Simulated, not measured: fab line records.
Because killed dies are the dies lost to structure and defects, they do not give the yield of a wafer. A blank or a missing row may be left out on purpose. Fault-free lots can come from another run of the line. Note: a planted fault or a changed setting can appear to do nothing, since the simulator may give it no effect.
Matching of chambers | flow n5-finfet | N5_SPACER0_ALD_07 on ald-sin-03 has 4 sister chambers
The step deposits SiNx, target thk 2 nm. 4 wafers are shown with their chamber, then 7 later ones without.

WAFERS, EACH WITH ITS CHAMBER
wafer  | chamber | heater-power-w (W)
L353.2 | 2       | 880
L353.4 | 3       | 827
L354.3 | 1       | 830
L354.4 | 0       | 771

WAFERS MISSING THEIR CHAMBER
wafer  | heater-power-w (W)
L354.5 | 763
L355.2 | 896
L355.3 | 776
L355.5 | 909
L356.2 | 902
L356.4 | 770
L356.6 | 899

CHAMBER TAKEN BY EACH
wafer  | from the rows above | in truth
L354.5 | 0                   | 0
L355.2 | 2                   | 2
L355.3 | 0                   | 0
L355.5 | 2                   | 2
L356.2 | 2                   | 2
L356.4 | 0                   | 0
L356.6 | 2                   | 2
Correctly placed: 7 of 7. From these rows, 0 cannot be placed. Number placed wrongly: 0.
How it was worked out, from the rows above alone: a wafer's distance from a chamber is the root of the sum, over the readings, of the square of ((its reading less the chamber's mean) divided by the reading's scatter). The wafer belongs to the nearest chamber; if the next one is less than 2 further off, it can't be placed. The mean given for a chamber averages the wafers shown for that chamber. The scatter: with one shown wafer a chamber, the root of the mean of the squares of how far each hidden wafer lies from its nearest shown one.
